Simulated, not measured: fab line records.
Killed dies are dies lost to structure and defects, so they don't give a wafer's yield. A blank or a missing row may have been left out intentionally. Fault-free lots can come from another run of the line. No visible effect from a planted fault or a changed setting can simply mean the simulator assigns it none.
Struck lot and sound lot, side by side :: flow n5-finfet :: 15 steps out of a route of 1938
Sound: wafers L973.1, L973.3, L973.4. Wafers struck: L983.2, L983.3, L983.6. The cause is named last.
Per side, at each step with rows, come the tool, then ch with its chambers, and then its first start. Under that, the readings that differ: sound wafers :: struck wafers :: difference of the means :: sigmas: that difference in standard deviations of wafers without a fault.
alike: a reading whose means differ by less than 2 such deviations, as well as words and numbers matching on both sides. not compared: withheld readings; readings where some wafer has no value; bounds like >300 that might hide an equal value; numbers whose values overlap and for which the record gives no deviation.
The two part at a step that has a row with sigmas, a row that says differs or no value, or rows on one side only. Non-overlapping numbers with no deviation appear without sigmas and do not part them. A reading that every wafer of one side lacks parts them only if that side has two wafers or more.

first, 2 steps without rows for these wafers: N5_BEOL_M2_SPUTTER_92 (material Cu, target thk 4.5 nm, time 8.29 s); N5_BEOL_M2_ANNEAL_93 (time 240 s).
N5_BEOL_M2_SPUTTER_94: material Cu, target thk 4.5 nm, time 8.29 s.
  sound on pvd-sputter-03 at day 7 06:22; struck on pvd-sputter-03 at day 9 18:43
  alike: throttle-valve-pct
N5_BEOL_M2_ANNEAL_95: time 240 s.
  sound on pvd-sputter-03 at day 7 06:27; struck on pvd-sputter-03 at day 9 18:47
  alike: heater-power-w
N5_BEOL_M2_SPUTTER_96: material Cu, target thk 4.5 nm, time 8.29 s.
  sound on pvd-sputter-03 at day 7 06:35; struck on pvd-sputter-03 at day 9 18:56
  alike: throttle-valve-pct
then, 3 steps without rows for these wafers: N5_BEOL_M2_ECD_50 (material Cu, target thk 300 nm); N5_BEOL_M2_ANNEAL_51 (time 90 s); N5_BEOL_M2_CMP_52 (polishes, stops on SiOC, t overpolish 6.8 s, target thk 40 nm).
N5_BEOL_M2_THK_MEAS_53: measures by xrf.
  sound on film-metro-01 at day 7 07:33; struck on film-metro-02 at day 9 19:43
  alike: M2_THK
N5_BEOL_M2_PRE_CLEAN_60: time 15 s.
  sound on cvd-co-02 ch 0,1,2, day 7 07:35; struck on cvd-co-01 ch 0,2, day 9 19:45
  alike: heater-power-outer-w, heater-power-w, rf-fwd-power-W
N5_BEOL_M2_CO_CAP_55: material Co, precursor CCTBA/H2, target thk 2 nm, time 102.1 s.
  sound on cvd-co-02 ch 0,1,2, day 7 07:38; struck on cvd-co-01 ch 0,2, day 9 19:47
  alike: heater-power-outer-w, heater-power-w
then, 1 step without rows for these wafers: N5_BEOL_M2_PRE_CLEAN_56 (time 15 s).
N5_BEOL_M2_DEP_57: deposits SiCN from 3MS/NH3, target thk 8 nm, time 14 s.
  sound on pecvd-03 ch 0,1,2, day 7 07:44; struck on pecvd-02 ch 0, day 9 19:55
  no value came back on the struck wafers for chamber-pressure-Torr (Torr), rf-fwd-power-W (W), showerhead-plenum-p-Torr (Torr), throttle-valve-pct (%); on the sound wafers chamber-pressure-Torr (Torr) reads 3.002 3.003 2.988
N5_BEOL_M4_RC_MEAS_101:
  the record has rows for the sound wafers here (prober-01 ch 0, day 8 05:22) and none for the struck ones
-- a jump in the record: the struck wafers' starts before and after are 5 days apart (it breaks off in module BEOL_M4 and resumes in module PASSIVATION, where the first step shown is number 1936 of the route) --
N5_PASSIVATION_PROBE_49:
  sound on prober-01 at day 12 22:47; struck on prober-01 at day 15 03:17
reading: defect-limited-yield (%)
sound: 90.2 90.8
struck: 0 0 0
difference: -90
sigmas: -57

reading: killed_at_M0_to_M3
sound: 64 61
struck: 1120 1108 1110
difference: +1050
sigmas: +99 or more

reading: killed-dies
sound: 116 109
struck: 1180 1180 1180
difference: +1068
sigmas: +56

reading: killed-on-rim
sound: 16 18
struck: 152 152 152
difference: +135
sigmas: +32

reading: sort_bin_5_function (%)
sound: 6.0 5.5
struck: 96.3 96.4 96.4
difference: +90.6
sigmas: +82

reading: sort-n-pass
sound: 1064 1071
struck: 0 0 0
difference: -1068
sigmas: -59

reading: sort-yield-pct (%)
sound: 90.2 90.8
struck: 0 0 0
difference: -90
sigmas: -57
  alike: killed_at_M4_up, killed-at-contacts, killed-at-front-end, killed-at-other, killed-open, killed-short, sort_bin_6_memory, sort_bin_8_speed

WHERE THEY PART
Earliest at N5_BEOL_M2_DEP_57; latest, in this record, at N5_PASSIVATION_PROBE_49.

WHY: what had been put in by the simulator
Whole step skipped at N5_BEOL_M2_DEP_57 on pecvd-02, starting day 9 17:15. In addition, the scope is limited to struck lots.
